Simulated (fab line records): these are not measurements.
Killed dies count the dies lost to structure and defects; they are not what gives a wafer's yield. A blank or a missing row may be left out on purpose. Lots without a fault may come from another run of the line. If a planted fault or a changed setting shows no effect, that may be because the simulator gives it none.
Chamber matching / flow n5-finfet / N5_BEOL_M0_SAQP_PECVD_97 on pecvd-04: 3 sister chambers
The step deposits SiNx from SiH4/NH3/N2, target thk 23 nm, time 19.9 s. 20 wafers are shown with their chamber, then 10 later ones without.

== WAFERS WITH THEIR CHAMBER ==
wafer=L079.2; chamber=2; throttle-valve-pct (%)=38.0; showerhead-plenum-p-Torr (Torr)=5.18; heater-power-w (W)=577
wafer=L079.3; chamber=1; throttle-valve-pct (%)=40.1; showerhead-plenum-p-Torr (Torr)=5.18; heater-power-w (W)=642
wafer=L079.4; chamber=2; throttle-valve-pct (%)=38.4; showerhead-plenum-p-Torr (Torr)=5.18; heater-power-w (W)=579
wafer=L083.3; chamber=1; throttle-valve-pct (%)=39.9; showerhead-plenum-p-Torr (Torr)=5.17; heater-power-w (W)=652
wafer=L083.4; chamber=0; throttle-valve-pct (%)=41.4; showerhead-plenum-p-Torr (Torr)=5.23; heater-power-w (W)=565
wafer=L083.5; chamber=1; throttle-valve-pct (%)=40.0; showerhead-plenum-p-Torr (Torr)=5.18; heater-power-w (W)=640
wafer=L085.1; chamber=1; throttle-valve-pct (%)=40.3; showerhead-plenum-p-Torr (Torr)=5.18; heater-power-w (W)=552
wafer=L085.2; chamber=0; throttle-valve-pct (%)=41.3; showerhead-plenum-p-Torr (Torr)=5.21; heater-power-w (W)=502
wafer=L085.6; chamber=2; throttle-valve-pct (%)=38.5; showerhead-plenum-p-Torr (Torr)=5.18; heater-power-w (W)=492
wafer=L087.1; chamber=0; throttle-valve-pct (%)=41.6; showerhead-plenum-p-Torr (Torr)=5.20; heater-power-w (W)=555
wafer=L087.5; chamber=1; throttle-valve-pct (%)=40.1; showerhead-plenum-p-Torr (Torr)=5.17; heater-power-w (W)=603
wafer=L087.6; chamber=2; throttle-valve-pct (%)=38.2; showerhead-plenum-p-Torr (Torr)=5.17; heater-power-w (W)=607
wafer=L091.2; chamber=2; throttle-valve-pct (%)=38.2; showerhead-plenum-p-Torr (Torr)=5.18; heater-power-w (W)=499
wafer=L091.3; chamber=0; throttle-valve-pct (%)=41.6; showerhead-plenum-p-Torr (Torr)=5.21; heater-power-w (W)=544
wafer=L091.6; chamber=2; throttle-valve-pct (%)=38.3; showerhead-plenum-p-Torr (Torr)=5.18; heater-power-w (W)=497
wafer=L092.2; chamber=1; throttle-valve-pct (%)=39.8; showerhead-plenum-p-Torr (Torr)=5.18; heater-power-w (W)=565
wafer=L092.3; chamber=0; throttle-valve-pct (%)=41.5; showerhead-plenum-p-Torr (Torr)=5.21; heater-power-w (W)=552
wafer=L092.4; chamber=2; throttle-valve-pct (%)=38.1; showerhead-plenum-p-Torr (Torr)=5.19; heater-power-w (W)=546
wafer=L093.1; chamber=1; throttle-valve-pct (%)=39.7; showerhead-plenum-p-Torr (Torr)=5.17; heater-power-w (W)=643
wafer=L093.2; chamber=0; throttle-valve-pct (%)=41.5; showerhead-plenum-p-Torr (Torr)=5.21; heater-power-w (W)=567

SIGNATURES, as means of the wafers listed above
reading=throttle-valve-pct; chamber 0=41.483; chamber 1=39.986; chamber 2=38.243; scatter within a chamber=0.17
reading=showerhead-plenum-p-Torr; chamber 0=5.2117; chamber 1=5.1757; chamber 2=5.1800; scatter within a chamber=0.00709
reading=heater-power-w; chamber 0=547.50; chamber 1=613.86; chamber 2=542.43; scatter within a chamber=39.2
Rule: a wafer's distance from a chamber is the root of the sum, over the readings, of the square of ((its reading less the chamber's mean) divided by the reading's scatter). If the next closest chamber is less than 2 further off than the closest, the wafer can't be placed; otherwise it belongs to the closest. The scatter: the root of (the sum of the squares of (reading less its chamber's mean) over the shown wafers, divided by (wafers less chambers)).

== WAFERS MISSING THEIR CHAMBER ==
wafer=L093.5; throttle-valve-pct (%)=41.6; showerhead-plenum-p-Torr (Torr)=5.21; heater-power-w (W)=560
wafer=L094.1; throttle-valve-pct (%)=41.8; showerhead-plenum-p-Torr (Torr)=5.21; heater-power-w (W)=516
wafer=L094.5; throttle-valve-pct (%)=41.6; showerhead-plenum-p-Torr (Torr)=5.20; heater-power-w (W)=516
wafer=L094.6; throttle-valve-pct (%)=38.8; showerhead-plenum-p-Torr (Torr)=5.19; heater-power-w (W)=550
wafer=L095.1; throttle-valve-pct (%)=39.8; showerhead-plenum-p-Torr (Torr)=5.18; heater-power-w (W)=644
wafer=L095.3; throttle-valve-pct (%)=41.5; showerhead-plenum-p-Torr (Torr)=5.21; heater-power-w (W)=510
wafer=L095.4; throttle-valve-pct (%)=40.0; showerhead-plenum-p-Torr (Torr)=5.17; heater-power-w (W)=662
wafer=L097.2; throttle-valve-pct (%)=40.0; showerhead-plenum-p-Torr (Torr)=5.16; heater-power-w (W)=651
wafer=L097.4; throttle-valve-pct (%)=40.0; showerhead-plenum-p-Torr (Torr)=5.17; heater-power-w (W)=627
wafer=L097.5; throttle-valve-pct (%)=41.8; showerhead-plenum-p-Torr (Torr)=5.22; heater-power-w (W)=510

== WHICH CHAMBER EACH ONE RAN IN ==
wafer=L093.5; from the rows above=0; in truth=0
wafer=L094.1; from the rows above=0; in truth=0
wafer=L094.5; from the rows above=0; in truth=0
wafer=L094.6; from the rows above=2; in truth=2
wafer=L095.1; from the rows above=1; in truth=1
wafer=L095.3; from the rows above=0; in truth=0
wafer=L095.4; from the rows above=1; in truth=1
wafer=L097.2; from the rows above=1; in truth=1
wafer=L097.4; from the rows above=1; in truth=1
wafer=L097.5; from the rows above=0; in truth=0
Placed correctly: 10 of 10. Left unplaced by these rows: 0. Wrongly placed: 0.
